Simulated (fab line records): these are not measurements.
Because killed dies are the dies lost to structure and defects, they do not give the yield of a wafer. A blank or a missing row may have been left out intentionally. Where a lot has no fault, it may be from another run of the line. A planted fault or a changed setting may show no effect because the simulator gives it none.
The tool behind it: which one? | flow n5-finfet | Sampling: 11 lots, 33 wafers, 5 of 1938 route steps

## WHAT EACH GAUGE READ, for each wafer
N5_BEOL_M4_RC_MEAS_101. Usual: DIBL_N 36.3 mV/V, standard deviation 1.7; DIBL_P 36.5 mV/V, standard deviation 1.8; IOFF_N 0.16 nA/um, standard deviation 0.033; IOFF_P 0.21 nA/um, standard deviation 0.037; ION_N 675 uA/um, standard deviation 11; ION_P 462 uA/um, standard deviation 7.9; SS_N 71.6 mV/dec, standard deviation 0.64; SS_P 73.3 mV/dec, standard deviation 0.68; VT_N 249 mV, standard deviation 3.3; VT_P -250 mV, standard deviation 3.3.
lot  | measured     | on        | DIBL_N (mV/V)  | DIBL_P (mV/V)  | IOFF_N (nA/um) | IOFF_P (nA/um) | ION_N (uA/um) | ION_P (uA/um) | SS_N (mV/dec)  | SS_P (mV/dec)  | VT_N (mV)   | VT_P (mV)      | flag
L734 | day 7 15:28  | prober-01 | 35.4 35.3 34.9 | 36.0 36.6 36.1 | 0.14 0.15 0.15 | 0.19 0.20 0.19 | 666 684 678   | 457 469 466   | 71.4 71.6 71.6 | 73.2 73.9 73.7 | 253 249 253 | -255 -252 -252 |
L735 | day 8 11:33  | prober-02 | 33.6 36.4 35.8 | 34.1 37.0 36.4 | 0.14 0.18 0.17 | 0.21 0.25 0.24 | 673 679 676   | 467 468 467   | 71.1 72.3 71.8 | 73.2 73.4 73.1 | 248 250 249 | -248 -249 -246 |
L736 | day 8 07:23  | prober-01 | 37.0 35.9 36.4 | 37.9 36.4 36.4 | 0.16 0.14 0.14 | 0.23 0.22 0.21 | 674 669 675   | 464 461 471   | 71.5 71.1 71.3 | 73.7 73.5 73.1 | 249 251 251 | -251 -250 -250 |
L737 | day 8 13:29  | prober-01 | 35.7 33.6 36.1 | 36.1 33.4 36.5 | 0.15 0.11 0.14 | 0.18 0.14 0.18 | 682 681 677   | 467 462 463   | 71.0 71.0 71.5 | 73.3 72.8 73.3 | 251 255 253 | -251 -257 -253 |
L739 | day 8 14:51  | prober-02 | 37.3 33.8 35.5 | 37.5 33.5 36.1 | 0.18 0.12 0.15 | 0.23 0.17 0.21 | 680 677 683   | 470 471 476   | 71.2 70.7 72.1 | 72.8 71.7 72.8 | 247 255 250 | -250 -253 -250 |
L744 | day 10 07:21 | prober-01 | 34.9 35.6 33.3 | 35.2 36.8 33.1 | 0.15 0.16 0.12 | 0.22 0.23 0.19 | 679 675 690   | 467 467 479   | 71.0 71.6 70.1 | 73.7 74.1 72.8 | 249 249 254 | -250 -248 -249 |
L746 | day 10 15:11 | prober-02 | 37.2 37.7 35.5 | 37.8 39.0 36.4 | 0.19 0.19 0.16 | 0.25 0.27 0.23 | 685 675 683   | 472 466 475   | 72.0 72.6 71.1 | 72.9 73.8 73.1 | 246 246 249 | -244 -247 -248 |
L748 | day 11 13:41 | prober-01 | 35.8 39.6 36.3 | 36.1 39.5 36.7 | 0.17 0.23 0.17 | 0.27 0.32 0.27 | 673 683 690   | 471 470 478   | 71.4 71.9 71.5 | 73.0 73.3 72.8 | 247 245 247 | -244 -241 -243 |
L754 | day 13 00:05 | prober-02 | 33.4 35.3 34.3 | 33.1 34.8 33.9 | 0.13 0.16 0.14 | 0.17 0.19 0.18 | 682 677 672   | 465 462 459   | 71.4 71.3 71.9 | 72.7 73.6 73.2 | 251 247 250 | -254 -251 -252 |
L755 | day 13 03:38 | prober-02 | 40.0 38.2 37.6 | 40.9 38.7 37.9 | 0.28 0.23 0.21 | 0.27 0.24 0.22 | 717 695 687   | 475 461 459   | 72.9 73.1 71.7 | 74.6 74.5 73.4 | 241 242 245 | -250 -249 -251 |
L757 | day 13 10:06 | prober-01 | 33.2 36.3 36.8 | 33.6 37.7 38.6 | 0.12 0.18 0.19 | 0.16 0.21 0.22 | 669 678 677   | 452 461 458   | 71.2 71.9 72.1 | 72.4 74.4 74.3 | 252 248 246 | -256 -250 -253 |

## TOOL THAT RAN EACH LOT (tool first, then ch and the chambers of the sampled wafers, then the start)
lot  | N5_BEOL_M1_ANNEAL_82         | N5_BEOL_M1_SPUTTER_86        | N5_BEOL_M1_ANNEAL_89         | N5_BEOL_M2_COAT_61
L734 | pvd-sputter-03, day 6 04:04  | pvd-sputter-03, day 6 04:13  | pvd-sputter-03, day 6 04:31  | litho-track-02 ch 0, day 6 07:08
L735 | pvd-sputter-01, day 6 20:36  | pvd-sputter-01, day 6 20:44  | pvd-sputter-01, day 6 21:02  | litho-track-01 ch 0, day 7 00:53
L736 | pvd-sputter-03, day 6 23:21  | pvd-sputter-03, day 6 23:29  | pvd-sputter-03, day 6 23:47  | litho-track-01 ch 0, day 7 02:05
L737 | pvd-sputter-01, day 6 23:37  | pvd-sputter-01, day 6 23:45  | pvd-sputter-01, day 7 00:03  | litho-track-01 ch 0, day 7 02:16
L739 | pvd-sputter-03, day 7 06:20  | pvd-sputter-03, day 7 06:29  | pvd-sputter-03, day 7 06:47  | litho-track-02 ch 0, day 7 10:56
L744 | pvd-sputter-01, day 8 19:48  | pvd-sputter-01, day 8 19:56  | pvd-sputter-01, day 8 20:14  | litho-track-02 ch 0, day 8 23:51
L746 | pvd-sputter-01, day 9 10:55  | pvd-sputter-01, day 9 11:03  | pvd-sputter-01, day 9 11:21  | litho-track-02 ch 0, day 9 13:44
L748 | pvd-sputter-03, day 10 02:47 | pvd-sputter-03, day 10 02:56 | pvd-sputter-03, day 10 03:14 | litho-track-03 ch 0, day 10 07:11
L754 | pvd-sputter-02, day 11 08:07 | pvd-sputter-02, day 11 08:16 | pvd-sputter-02, day 11 08:34 | litho-track-03 ch 0, day 11 10:50
L755 | pvd-sputter-02, day 11 11:06 | pvd-sputter-02, day 11 11:14 | pvd-sputter-02, day 11 11:32 | litho-track-01 ch 0, day 11 13:47
L757 | pvd-sputter-01, day 12 00:44 | pvd-sputter-01, day 12 00:52 | pvd-sputter-01, day 12 01:10 | litho-track-03 ch 0, day 12 03:22
- N5_BEOL_M1_ANNEAL_82: time 240 s.
- N5_BEOL_M1_SPUTTER_86: material Cu, target thk 4.5 nm, time 8.29 s.
- N5_BEOL_M1_ANNEAL_89: time 240 s.
- N5_BEOL_M2_COAT_61: time 60 s, resist thk 60 nm.

## WHAT THE TOOLS THEMSELVES READ (means of the sampled wafers that have a number; where no wafer has one, the mark that the record gives instead)
N5_BEOL_M1_ANNEAL_82. Usual: heater-power-w 881 W, standard deviation 120.
lot  | tool           | heater-power-w (W) | flag
L734 | pvd-sputter-03 | 791                |
L735 | pvd-sputter-01 | 864                |
L736 | pvd-sputter-03 | 818                |
L737 | pvd-sputter-01 | 914                |
L739 | pvd-sputter-03 | 885                |
L744 | pvd-sputter-01 | 766                |
L746 | pvd-sputter-01 | 836                |
L748 | pvd-sputter-03 | 885                |
L754 | pvd-sputter-02 | 871                |
L755 | pvd-sputter-02 | 895                |
L757 | pvd-sputter-01 | 912                |

N5_BEOL_M1_SPUTTER_86. Usual: throttle-valve-pct 30.4 %, standard deviation 0.85.
lot  | tool           | throttle-valve-pct (%) | flag
L734 | pvd-sputter-03 | 30.8                   |
L735 | pvd-sputter-01 | 30.7                   |
L736 | pvd-sputter-03 | 29.7                   |
L737 | pvd-sputter-01 | 30.6                   |
L739 | pvd-sputter-03 | 29.5                   |
L744 | pvd-sputter-01 | 30.8                   |
L746 | pvd-sputter-01 | 30.9                   |
L748 | pvd-sputter-03 | 29.7                   |
L754 | pvd-sputter-02 | 30.3                   |
L755 | pvd-sputter-02 | 31.1                   |
L757 | pvd-sputter-01 | 31.8                   |

N5_BEOL_M1_ANNEAL_89. Usual: heater-power-w 884 W, standard deviation 120.
lot  | tool           | heater-power-w (W) | flag
L734 | pvd-sputter-03 | 788                |
L735 | pvd-sputter-01 | 868                |
L736 | pvd-sputter-03 | 802                |
L737 | pvd-sputter-01 | 918                |
L739 | pvd-sputter-03 | 889                |
L744 | pvd-sputter-01 | 764                |
L746 | pvd-sputter-01 | 821                |
L748 | pvd-sputter-03 | 887                |
L754 | pvd-sputter-02 | 872                |
L755 | pvd-sputter-02 | 897                |
L757 | pvd-sputter-01 | 912                |

N5_BEOL_M2_COAT_61. Usual: spin-speed-rpm 1500.0 rpm, standard deviation 1.
lot  | tool           | spin-speed-rpm (rpm) | flag
L734 | litho-track-02 | 1500.7               |
L735 | litho-track-01 | 1501.3               |
L736 | litho-track-01 | 1500.3               |
L737 | litho-track-01 | 1500.6               |
L739 | litho-track-02 | 1501.0               |
L744 | litho-track-02 | 1417.0               | OFF
L746 | litho-track-02 | 1416.3               | OFF
L748 | litho-track-03 | 1499.7               |
L754 | litho-track-03 | 1499.5               |
L755 | litho-track-01 | 1499.9               |
L757 | litho-track-03 | 1500.1               |

## THE ANSWER, worked out from the rows above alone
Rule: take the mean of a lot's wafers that have a number; if it is more than 3 standard deviations from the usual mean, the lot is off. Also off: a lot with no number at a reading for which 4 or more lots have one. Any other lot the step has rows for is counted as sound. After the gauges, taken in route order, come the tools' own readings; for these a lot's mean is taken, as printed above. At the first step where some lot is off, the reading lying furthest off is the one used; lots without a number count as furthest.
Off: L744, L746, at N5_BEOL_M2_COAT_61 (spin-speed-rpm).
A tool fits if, at that step or a process step before it, it ran every lot that is off, and no sound lot after the first of them. One candidate fits, namely litho-track-02 at N5_BEOL_M2_COAT_61. A fault onset in the window from L739 (day 7 10:56, its last sound lot) to L744 (day 8 23:51, its first lot off) fits.
The tool's own readings at N5_BEOL_M2_COAT_61 bear it out: on the lots that are off they differ by more than 5 times the standard deviation of the sound lots' means. spin-speed-rpm reads 1416.7 rpm there against 1500.3 rpm on the sound lots.

## WHAT THE SIMULATOR PUT IN
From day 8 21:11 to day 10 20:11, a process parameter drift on litho-track-02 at N5_BEOL_M2_COAT_61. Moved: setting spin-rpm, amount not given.
Shown lots that were struck: L744, L746. The rule above found the same.
